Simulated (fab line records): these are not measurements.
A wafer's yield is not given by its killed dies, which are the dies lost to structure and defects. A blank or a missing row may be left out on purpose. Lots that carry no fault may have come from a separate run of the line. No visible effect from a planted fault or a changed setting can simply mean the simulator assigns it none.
fab line records -- flow n5-finfet
[record] lots = 4, wafers = 12, last-day = 19
route steps=1938 shown BEOL_M1@767 BEOL_M4@1111 PASSIVATION@1936
lots that met no fault: from a run of the same line without faults
start-h: hours from the record's first day to the start of the lot's first wafer shown -- wait-h: hours from the lot's prior step to this one -- " the same as in the row above -- L1.1+2: a single row standing in for several wafers -- - value missing, or start not given -- * or withheld: withheld -- < > ~ a bound
route shown NAME@n: a module of which the file shows steps, and the number in the route of the first -- usual: average and standard deviation across the fault-free wafers -- same: alike in all rows -- chamber/n: place in a boat -- sites: per-site readings -- _std_site: standard deviation of those values -- _edge_site: outer sites' mean less inner sites' -- radius-mm: for every site, how far away it sits from the centre of the wafer -- mask NAME#n: copy n -- behind: tool/chamber where the wafer was last shaped -- hold: what put the lot on hold/how long, in hours/how the hold closed -- device: transistor that didn't switch, given as n, p or np -- end of line: the same wafers' tests at the end of the route -- a step with no rows: only its recipe -- killed: dies lost to structure and defects at the first sort, not the wafer's yield -- map: a wafer's dies, x killed, . not, _ none there
set.NAME: the setting that was run; set.NAME@STEP: the one run at that earlier step -- model.NAME: the simulator's own value behind a step, which no gauge read
certain route steps with their lots: each step a table, each wafer a row
services: a tool's chamber out of use, with start hour (start-h, from the record's first day; less than 0 if before it), hours out, and reason
[[steps]]
[step N5_BEOL_M1_DESCUM_16]
[recipe] chemistry = O2, time-s = 7, source-power-w = 50, bias-power-w = 20, pressure-mtorr = 20, rf-frequency-hz = 2.712e+07, temp-c = 40, resist = CAR-EUV, o2-flow-sccm = 225
[step N5_BEOL_M1_ETCH_74]
[recipe] chemistry = N2/H2, target = underlayer, target-depth-a = 65, mask-material = CAR-EUV, time-s = 5.2, ion-energy-ev = 200, pressure-mtorr = 30, source-w = 840, bias-w = 150, n2-flow-sccm = 200, h2-flow-sccm = 200, ends = cleared
[step N5_BEOL_M1_ETCH_63]
[recipe] chemistry = CF4, target = SiARC, target-depth-a = 156, mask-material = CAR-EUV, time-s = 26, ion-energy-ev = 80, pressure-mtorr = 40, source-w = 545, bias-w = 36, Ar_flow_sccm = 100, cf4-flow-sccm = 100, ends = cleared
[step N5_BEOL_M1_ETCH_64]
[recipe] chemistry = N2/H2, target = SOC, target-depth-a = 750, overetch-a = 150, mask-material = SiARC, temp-c = 40, time-s = 112.5, ion-energy-ev = 200, pressure-mtorr = 30, source-w = 840, bias-w = 150, n2-flow-sccm = 200, h2-flow-sccm = 200
[step N5_BEOL_M1_STRIP_65]
[recipe] chemistry = N2/H2, temp-c = 40, n2-flow-sccm = 200, h2-flow-sccm = 200, rf-frequency-hz = 6e+07
[step N5_BEOL_M1_STRIP_75]
[recipe] chemistry = N2/H2, temp-c = 40, n2-flow-sccm = 200, h2-flow-sccm = 200, rf-frequency-hz = 6e+07
[step N5_BEOL_M1_STRIP_66]
[recipe] chemistry = CF4, resist = SiARC, power-w = 300, bias-power-w = 75, pressure-mtorr = 50, cf4-flow-sccm = 150, rf-frequency-hz = 6e+07
[step N5_BEOL_M1_HM_OPEN_17]
[recipe] chemistry = Cl2/BCl3, target-depth-a = 200, overetch-a = 60, target = TiN, mask-material = SOC, ion-energy-ev = 150, pressure-mtorr = 10, icp-w = 1000, bias-w = 126, Cl2_flow_sccm = 53.25, bcl3-flow-sccm = 21.75, Ar_flow_sccm = 25
[step N5_BEOL_M1_STRIP_19]
[recipe] chemistry = O2, power-w = 400, temp-c = 40, pressure-mtorr = 30, rf-frequency-hz = 6e+07, bias-power-w = 0, overash-fraction = 0.2, o2-flow-sccm = 225
[step N5_BEOL_M1_COAT_67]
[recipe] resist = SOC, temp-c = 250, time-s = 60, spin-rpm = 1500, resist-thk-nm = 60
[usual] spin-speed-rpm = 1500.0/0.96
lot.wafer,tool,chamber,start-h,wait-h,spin-speed-rpm,model.SOC_of_BEOL_M1_COAT_67.thk-nm
L396.2,litho-track-03,0,193.70,0.0,1499.3,59.8
L396.4,litho-track-03,0,193.70,0.0,1498.9,59.8
L396.5,litho-track-03,0,193.70,0.0,1499.4,59.8
L399.1,litho-track-03,0,210.07,0.0,1440.1,61.2
L399.2,litho-track-03,0,210.07,0.0,1440.5,61.2
L399.4,litho-track-03,0,210.07,0.0,1439.7,61
L400.2,litho-track-03,0,214.54,0.0,1441.1,61.2
L400.5,litho-track-03,0,214.54,0.0,1440.7,61.2
L400.6,litho-track-03,0,214.54,0.0,1440.9,61.2
L407.3,litho-track-05,0,256.28,0.0,1500.7,60
L407.5,litho-track-05,0,256.28,0.0,1499.8,60
L407.6,litho-track-05,0,256.28,0.0,1502.3,60.2
[step N5_BEOL_M1_COAT_68]
[recipe] resist = SiARC, temp-c = 220, time-s = 60, spin-rpm = 1500, resist-thk-nm = 12
[step N5_BEOL_M1_COAT_76]
[recipe] resist = underlayer, temp-c = 205, time-s = 60, spin-rpm = 1500, resist-thk-nm = 5
[step N5_BEOL_M1_COAT_22]
[recipe] resist = CAR-EUV, spin-rpm = 1500, resist-thk-nm = 30
[step N5_BEOL_M1_EBR_24]
[recipe] solvent = PGMEA, ebr-width-mm = 1.5
[step N5_BEOL_M1_SOFTBAKE_23]
[recipe] temp-c = 110, time-s = 60, resist = CAR-EUV
[step N5_BEOL_M1_EXPOSE_25]
[recipe] mask-id = V0, na = 0.33, source-shape = quasar, sigma-inner = 0.2, sigma-outer = 0.8, polarization = unpolarized, defocus-nm = 5, target-cd-nm = 24, dose-mj = 63
[step N5_BEOL_M1_PEB_26]
[recipe] peb-temp-c = 100, peb-time-s = 60, resist = CAR-EUV
[step N5_BEOL_M1_DEVELOP_27]
[recipe] develop-time-s = 30, developer = TMAH, resist = CAR-EUV, rinse-liquid = surfactant-rinse, dry = air-spin, dev-temp-c = 23
[step N5_BEOL_M1_DESCUM_33]
[recipe] chemistry = O2, time-s = 7, source-power-w = 50, bias-power-w = 20, pressure-mtorr = 20, rf-frequency-hz = 2.712e+07, temp-c = 40, resist = CAR-EUV, o2-flow-sccm = 225
[step N5_BEOL_M1_ETCH_77]
[recipe] chemistry = N2/H2, target = underlayer, target-depth-a = 65, mask-material = CAR-EUV, time-s = 5.2, ion-energy-ev = 200, pressure-mtorr = 30, source-w = 840, bias-w = 150, n2-flow-sccm = 200, h2-flow-sccm = 200, ends = cleared
[step N5_BEOL_M1_ETCH_69]
[recipe] chemistry = CF4, target = SiARC, target-depth-a = 156, mask-material = CAR-EUV, time-s = 26, ion-energy-ev = 80, pressure-mtorr = 40, source-w = 545, bias-w = 36, Ar_flow_sccm = 100, cf4-flow-sccm = 100, ends = cleared
[step N5_BEOL_M1_ALD_98]
[recipe] material = SiO2, target-thk-a = 25, temp-c = 100, ald-precursor-family = BDEAS, ald-co-reactant = O2-plasma, pulse-time-s = 1, co-reactant-pulse-time-s = 1, purge-time-s = 2, co-reactant-purge-time-s = 2, ald-cycles = 17, pressure-torr = 2
[step N5_BEOL_M1_ETCHBACK_99]
[recipe] chemistry = CHF3, target = SiO2, target-depth-a = 50, time-s = 10.4, source-w = 215, bias-w = 47, Ar_flow_sccm = 200, CHF3_flow_sccm = 12, ion-energy-ev = 100, pressure-mtorr = 30
[step N5_BEOL_M1_ETCH_70]
[recipe] chemistry = N2/H2, target = SOC, target-depth-a = 800, overetch-a = 160, mask-material = SiARC, temp-c = 40, time-s = 120, ion-energy-ev = 200, pressure-mtorr = 30, source-w = 840, bias-w = 150, n2-flow-sccm = 200, h2-flow-sccm = 200
[usual] drypump-motor-current-A = 5.8/0.47, h2-flow-sccm = 200.0/0.55, oes-product-au = 0.61/0.062, rf-vpp-V = 523.9/2.1, showerhead-plenum-p-Torr = 2.54/0.08, throttle-valve-pct = 17.85/0.23
lot.wafer,tool,chamber,start-h,wait-h,drypump-motor-current-A,h2-flow-sccm,oes-product-au,rf-hours-counter-h,rf-vpp-V,showerhead-plenum-p-Torr,throttle-valve-pct,model.etch.depth-nm
L396.2,rie-diel-01,3,214.32,0.0,6.4,199.8,0.67,40,523.1,2.47,17.66,59.75
L396.4,rie-diel-01,3,214.32,0.0,6.3,199.3,0.67,-,522.1,2.47,17.66,59.81
L396.5,rie-diel-01,2,214.32,0.0,5.2,200.1,0.64,-,524.5,2.59,17.69,59.88
L399.1,rie-diel-01,1,236.06,0.0,6.2,200.4,0.53,220,527.3,2.61,17.84,61.21
L399.2,rie-diel-01,2,236.06,0.0,5.1,199.6,0.63,65,524.1,2.59,17.70,61.22
L399.4,rie-diel-01,0,236.06,0.0,6.2,199.6,0.73,5,525.5,2.62,17.98,61.08
L400.2,rie-diel-05,3,244.73,0.0,5.0,200.9,0.66,59,522.7,2.47,17.72,61.27
L400.5,rie-diel-05,0,244.73,0.0,4.7,199.2,0.54,-,526.4,2.64,18.11,61.24
L400.6,rie-diel-05,1,244.73,0.0,5.9,200.1,0.65,-,527.4,2.69,18.10,61.16
L407.3,rie-diel-01,1,270.20,0.0,6.1,199.7,0.53,228,525.6,2.61,17.86,60.09
L407.5,rie-diel-01,0,270.20,0.0,6.1,200.5,0.69,-,525.3,2.62,18.00,60.09
L407.6,rie-diel-01,3,270.20,0.0,6.3,199.9,0.66,-,522.4,2.46,17.68,60.19
[step N5_BEOL_M1_STRIP_71]
[recipe] chemistry = N2/H2, temp-c = 40, n2-flow-sccm = 200, h2-flow-sccm = 200, rf-frequency-hz = 6e+07
[step N5_BEOL_M1_STRIP_78]
[recipe] chemistry = N2/H2, temp-c = 40, n2-flow-sccm = 200, h2-flow-sccm = 200, rf-frequency-hz = 6e+07
[step N5_BEOL_M1_VIA_ETCH_34]
[recipe] chemistry = C4F6/O2, target-depth-a = 678, mask-material = SOC, pressure-mtorr = 15, ion-energy-ev = 250, taper-deg = 4, time-s = 64.4, source-w = 350, bias-w = 170, Ar_flow_sccm = 300, C4F6_flow_sccm = 10, O2_flow_sccm = 10
[usual] drypump-motor-current-A = 5.8/0.47, oes-product-au = 0.80/0.082, rf-vpp-V = 664/14, showerhead-plenum-p-Torr = 2.84/0.069, throttle-valve-pct = 30.81/0.27
lot.wafer,tool,chamber,start-h,wait-h,drypump-motor-current-A,oes-product-au,rf-hours-counter-h,rf-vpp-V,showerhead-plenum-p-Torr,throttle-valve-pct,model.SOC_of_BEOL_M1_COAT_67.thk-nm
L396.2,rie-diel-01,3,214.43,0.0,6.4,0.86,40,658,2.81,30.98,52.2
L396.4,rie-diel-01,3,214.43,0.0,6.3,0.88,-,658,2.81,30.99,52.2
L396.5,rie-diel-01,2,214.43,0.0,5.1,0.84,-,664,2.87,30.45,51.8
L399.1,rie-diel-01,1,236.16,0.0,6.1,0.71,220,665,2.90,30.45,53
L399.2,rie-diel-01,2,236.16,0.0,5.1,0.83,65,663,2.87,30.44,53.2
L399.4,rie-diel-01,0,236.16,0.0,6.1,0.95,5,695,2.92,31.05,53
L400.2,rie-diel-05,3,244.83,0.0,5.0,0.84,59,653,2.78,30.84,53.4
L400.5,rie-diel-05,0,244.83,0.0,4.7,0.69,-,659,2.92,30.87,53.6
L400.6,rie-diel-05,1,244.83,0.0,5.9,0.85,-,662,3.00,31.13,53.2
L407.3,rie-diel-01,1,270.30,0.0,6.2,0.70,228,665,2.89,30.47,51.8
L407.5,rie-diel-01,0,270.30,0.0,6.1,0.92,-,695,2.91,31.06,52
L407.6,rie-diel-01,3,270.30,0.0,6.3,0.85,-,660,2.80,30.99,52.6
[step N5_BEOL_M1_STRIP_83]
[recipe] chemistry = C4F6/O2, resist = SiARC, rf-frequency-hz = 6e+07
[step N5_BEOL_M4_RC_MEAS_101]
[usual] DIBL_N = 36.3/1.6, DIBL_P = 36.4/2.1, IOFF_N = 0.16/0.032, IOFF_P = 0.22/0.044, ION_N = 675/12, ION_P = 463/8.3, SS_N = 71.6/0.64, SS_P = 73.3/0.67, VT_N = 250/3.3, VT_P = -250/3.7
lot.wafer,tool,chamber,start-h,wait-h,DIBL_N[mV/V],DIBL_P[mV/V],IOFF_N[nA/um],IOFF_P[nA/um],ION_N[uA/um],ION_P[uA/um],SS_N[mV/dec],SS_P[mV/dec],VT_N[mV],VT_P[mV]
L396.2,prober-02,0,287.15,0.2,33.6,32.0,0.12,0.19,662,463,70.6,72.5,254,-250
L396.4,prober-02,0,287.15,0.2,34.8,35.0,0.15,0.23,677,465,71.1,72.6,249,-247
L396.5,prober-02,0,287.15,0.2,35.6,34.6,0.15,0.22,671,462,71.6,73.3,251,-247
L399.1,prober-02,0,300.26,0.0,35.5,35.0,0.14,0.19,671,459,71.4,72.9,250,-247
L399.2,prober-02,0,300.26,0.0,38.9,39.4,0.20,0.25,672,458,72.8,73.9,248,-247
L399.4,prober-02,0,300.26,0.0,37.8,37.6,0.18,0.23,685,468,72.6,73.3,249,-248
L400.2,prober-02,0,306.26,0.9,34.9,36.5,0.16,0.22,686,473,71.5,73.9,248,-252
L400.5,prober-02,0,306.26,0.9,33.3,33.8,0.12,0.18,653,452,71.9,72.8,255,-253
L400.6,prober-02,0,306.26,0.9,33.3,33.3,0.12,0.18,662,456,70.7,73.7,254,-251
L407.3,prober-02,0,354.79,0.3,38.2,40.3,0.19,0.23,686,464,72.5,74.5,246,-249
L407.5,prober-02,0,354.79,0.3,33.0,33.1,0.10,0.13,661,447,71.4,71.3,259,-259
L407.6,prober-02,0,354.79,0.3,36.2,37.2,0.14,0.18,674,456,71.7,73.7,252,-254
[step N5_PASSIVATION_PROBE_49]
[usual] defect-limited-yield = 91.4/1.2, killed_at_M0_to_M3 = 35/11, killed_at_M4_up = 14/6, killed-at-contacts = 12/6.7, killed-at-front-end = 37/9.7, killed-at-other = 3.5/2.5, killed-dies = 102/15, killed-on-rim = 13/3.6, killed-open = 67/12, killed-short = 33/7.3, sort_bin_5_function = 5.1/0.81, sort_bin_6_memory = 3.2/0.65, sort-n-pass = 1078/15, sort-yield-pct = 91.4/1.2
[same] gross-dies = 1180, killed-at-back-side = 0, sort_bin_4_leakage[%] = 0, sort_bin_8_speed[%] = 0
lot.wafer,tool,chamber,start-h,wait-h,defect-limited-yield[%],killed_at_M0_to_M3,killed_at_M4_up,killed-at-contacts,killed-at-front-end,killed-at-other,killed-dies,killed-on-rim,killed-open,killed-short,sort_bin_5_function[%],sort_bin_6_memory[%],sort-n-pass,sort-yield-pct[%]
L396.5,prober-01,-,397.06,0.2,88.6,32,34,14,46,9,135,19,97,36,6.1,4.9,1045,88.6
L400.5,prober-01,-,416.47,0.2,91.0,30,10,11,51,4,106,12,78,26,5.4,3.3,1074,91.0
L400.6,prober-01,-,416.52,0.3,90.7,46,16,16,26,6,110,11,79,29,5.1,4.2,1070,90.7
// killed by level:class
L396.5 BEOL_M4:geometric-particle:open=14 MOL_CONTACT_COAG:geometric-particle:open=13 FIN_SAQP:geometric-particle:open=10 BEOL_M0_SAQP:geometric-particle:open=8 BEOL_M2:geometric-particle:open=8 PAD_METAL:geometric-particle:open=8 BEOL_M0_SAQP:geometric-particle:short=6 BEOL_M4:geometric-particle:short=5
L400.5 FIN_SAQP:geometric-particle:open=18 STI_FIN_REVEAL:geometric-particle:open=18 MOL_CONTACT_COAG:geometric-particle:open=11 BEOL_M0_SAQP:geometric-particle:short=11 BEOL_M0_SAQP:geometric-particle:open=9 FIN_SAQP:geometric-particle:short=7 BEOL_M2:geometric-particle:open=4 BEOL_M4:geometric-particle:open=4
L400.6 MOL_CONTACT_COAG:geometric-particle:open=12 BEOL_M0_SAQP:geometric-particle:open=12 BEOL_M0_SAQP:geometric-particle:short=10 BEOL_M2:geometric-particle:open=9 BEOL_M4:geometric-particle:open=8 STI_FIN_REVEAL:geometric-particle:open=7 BEOL_M3:geometric-particle:open=6 GATE_CUT:geometric-particle:open=4
[[services]]
tool,chamber,start-h,hours,kind
rie-diel-01,0,198.60,-,clean
rie-diel-01,0,198.60,-,consumable-replace:focus-ring
rie-diel-01,0,198.60,23.9,scheduled-down
rie-diel-01,0,198.60,23.9,vent-cycle
rie-diel-05,-,223.92,0.2,repair
rie-diel-01,-,240.37,5.9,repair
rie-diel-01,2,252.91,26.0,repair
rie-diel-01,-,253.32,6.4,repair
[[key]]
[first-sign] step = N5_BEOL_M1_COAT_67, reading = spin-speed-rpm, direction = down, sigmas = 62, usual = *, struck = *
effect none on later readings
[model-effect] step = N5_BEOL_M1_COAT_67, value = SOC_of_BEOL_M1_COAT_67.thk-nm, without = 59.97, struck = 61.17
[model-effect] step = N5_BEOL_M1_ETCH_70, value = etch.depth-nm, without = 59.97, struck = 61.19
[model-effect] step = N5_BEOL_M1_VIA_ETCH_34, value = SOC_of_BEOL_M1_COAT_67.thk-nm, without = 51.97, struck = 53.23
met-at N5_BEOL_M1_COAT_67
struck-wafers L399.1,L399.2,L399.4,L400.2,L400.5,L400.6
onset-between 193.70 210.07
[fault] kind = process-parameter-drift, tool = litho-track-03, chamber = -, onset-h = 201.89, steps = N5_BEOL_M1_COAT_67, channel = spin-rpm, offset = *, shape = step, end-h = 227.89, acts-in = *, stated = *
